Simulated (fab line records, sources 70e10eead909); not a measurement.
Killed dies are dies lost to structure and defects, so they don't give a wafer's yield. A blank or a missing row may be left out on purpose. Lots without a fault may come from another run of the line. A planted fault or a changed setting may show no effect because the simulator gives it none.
Which tool did it? | flow nand_harc | 12 lots, 36 wafers sampled, at 3 steps of a route of 1302

WHAT THE GAUGES READ, wafer by wafer
NHARC_A_M0_THK_MEAS_24: measures by xrf. Usual: thk_nm 113.5 nm, standard deviation 1.4.
lot  | measured     | on            | thk_nm (nm)       | flag
L449 | day 22 21:56 | film_metro-02 | 112.9 113.1 112.7 |
L450 | day 23 12:23 | film_metro-02 | 112.3 113.1 111.9 |
L451 | day 23 12:48 | film_metro-02 | 113.1 115.7 113.0 |
L452 | day 24 12:46 | film_metro-01 | 114.6 114.8 111.0 |
L453 | day 24 14:26 | film_metro-01 | 110.5 113.6 110.5 |
L456 | day 25 19:52 | film_metro-01 | 114.6 115.1 114.1 |
L459 | day 26 22:37 | film_metro-02 | 115.7 114.3 114.0 |
L465 | day 29 12:29 | film_metro-01 | 113.1 113.3 115.5 |
L467 | day 30 14:19 | film_metro-01 | 115.5 113.9 114.3 |
L470 | day 31 21:25 | film_metro-01 | 112.4 113.4 116.8 |
L469 | day 31 22:57 | film_metro-01 | 113.6 111.9 114.5 |
L471 | day 32 18:58 | film_metro-01 | 113.6 113.7 115.0 |

WHICH TOOL RAN EACH LOT (tool, then ch and the chambers of the sampled wafers, then the start)
lot  | NHARC_A_M0_PVD_20            | NHARC_A_M0_PVD_21
L449 | pvd_sputter-01, day 22 20:40 | pvd_sputter-01, day 22 21:56 or earlier
L450 | pvd_sputter-01, day 23 11:05 | pvd_sputter-01, day 23 12:23 or earlier
L451 | pvd_sputter-03, day 23 11:30 | pvd_sputter-03, day 23 12:48 or earlier
L452 | pvd_sputter-02, day 24 11:29 | pvd_sputter-02, day 24 12:46 or earlier
L453 | pvd_sputter-03, day 24 13:11 | pvd_sputter-03, day 24 14:26 or earlier
L456 | pvd_sputter-03, day 25 18:34 | pvd_sputter-03, day 25 19:52 or earlier
L459 | pvd_sputter-01, day 26 21:19 | pvd_sputter-01, day 26 22:37 or earlier
L465 | pvd_sputter-02, day 29 11:12 | pvd_sputter-02, day 29 12:29 or earlier
L467 | pvd_sputter-01, day 30 12:58 | pvd_sputter-01, day 30 14:19 or earlier
L470 | pvd_sputter-01, day 31 20:10 | pvd_sputter-01, day 31 21:25 or earlier
L469 | pvd_sputter-01, day 31 21:40 | pvd_sputter-01, day 31 22:57 or earlier
L471 | pvd_sputter-03, day 32 17:41 | pvd_sputter-03, day 32 18:58 or earlier
- NHARC_A_M0_PVD_20: deposits TaN, target thk 5 nm, time 8.06 s.
- NHARC_A_M0_PVD_21: deposits Cu, target thk 30 nm, time 20.49 s.

WHAT THE TOOLS THEMSELVES READ (means of the sampled wafers that have a number; where no wafer has one, the mark that the record gives instead)
NHARC_A_M0_PVD_20. Usual: cathode_dc_power_W 15000 W, standard deviation 2.7; substrate_temp_c 50.00 C, standard deviation 0.11; throttle_valve_pct 29.7 %, standard deviation 0.68.
lot  | tool           | cathode_dc_power_W (W) | substrate_temp_c (C) | throttle_valve_pct (%) | flag
L449 | pvd_sputter-01 | 14999                  | 50.08                | 29.1                   |
L450 | pvd_sputter-01 | 15000                  | 50.04                | 30.3                   |
L451 | pvd_sputter-03 | 14999                  | 49.94                | 29.6                   |
L452 | pvd_sputter-02 | 15003                  | 50.13                | 30.2                   |
L453 | pvd_sputter-03 | 15003                  | 50.01                | 29.7                   |
L456 | pvd_sputter-03 | 14999                  | 50.04                | 29.6                   |
L459 | pvd_sputter-01 | 14822                  | 49.99                | 29.5                   | OFF
L465 | pvd_sputter-02 | 15000                  | 49.94                | 29.5                   |
L467 | pvd_sputter-01 | 15001                  | 50.06                | 29.7                   |
L470 | pvd_sputter-01 | 14999                  | 49.96                | 29.2                   |
L469 | pvd_sputter-01 | 15001                  | 49.96                | 29.4                   |
L471 | pvd_sputter-03 | 14998                  | 50.07                | 30.0                   |

NHARC_A_M0_PVD_21. Usual: cathode_dc_power_W 5000.0 W, standard deviation 0.96; substrate_temp_c 30.01 C, standard deviation 0.12; throttle_valve_pct 29.7 %, standard deviation 0.72.
lot  | tool           | cathode_dc_power_W (W) | substrate_temp_c (C) | throttle_valve_pct (%) | flag
L449 | pvd_sputter-01 | 4998.5                 | 30.08                | 30.4                   |
L450 | pvd_sputter-01 | 5000.1                 | 30.07                | 29.5                   |
L451 | pvd_sputter-03 | 4998.7                 | 30.01                | 29.8                   |
L452 | pvd_sputter-02 | 4999.9                 | 30.02                | 29.4                   |
L453 | pvd_sputter-03 | 5000.5                 | 30.00                | 29.7                   |
L456 | pvd_sputter-03 | 4999.0                 | 29.98                | 29.9                   |
L459 | pvd_sputter-01 | 5000.2                 | 30.00                | 29.4                   |
L465 | pvd_sputter-02 | 4999.9                 | 29.91                | 29.8                   |
L467 | pvd_sputter-01 | 5000.6                 | 30.06                | 29.9                   |
L470 | pvd_sputter-01 | 4999.8                 | 30.01                | 29.6                   |
L469 | pvd_sputter-01 | 5000.0                 | 29.92                | 29.2                   |
L471 | pvd_sputter-03 | 5000.6                 | 30.06                | 30.4                   |

THE ANSWER, worked out from the rows above alone
Rule: a lot is off if the mean of its wafers that have a number lies more than 3 standard deviations from the usual mean. A lot without any number at a reading at which 4 lots or more have one is off too. The other lots that the step has rows for count as sound. The gauges are gone through in route order, then the tools' own readings, and for those a lot's mean is taken as printed above. The first step at which some lot is off is used, and at that step the reading that is off furthest; a lot without a number counts as furthest.
Off: L459, at NHARC_A_M0_PVD_20 (cathode_dc_power_W).
A tool fits if, at that step or a process step before it, it ran every lot that is off, and no sound lot after the first of them. None of those tried fits.

WHAT THE SIMULATOR HAD PUT IN
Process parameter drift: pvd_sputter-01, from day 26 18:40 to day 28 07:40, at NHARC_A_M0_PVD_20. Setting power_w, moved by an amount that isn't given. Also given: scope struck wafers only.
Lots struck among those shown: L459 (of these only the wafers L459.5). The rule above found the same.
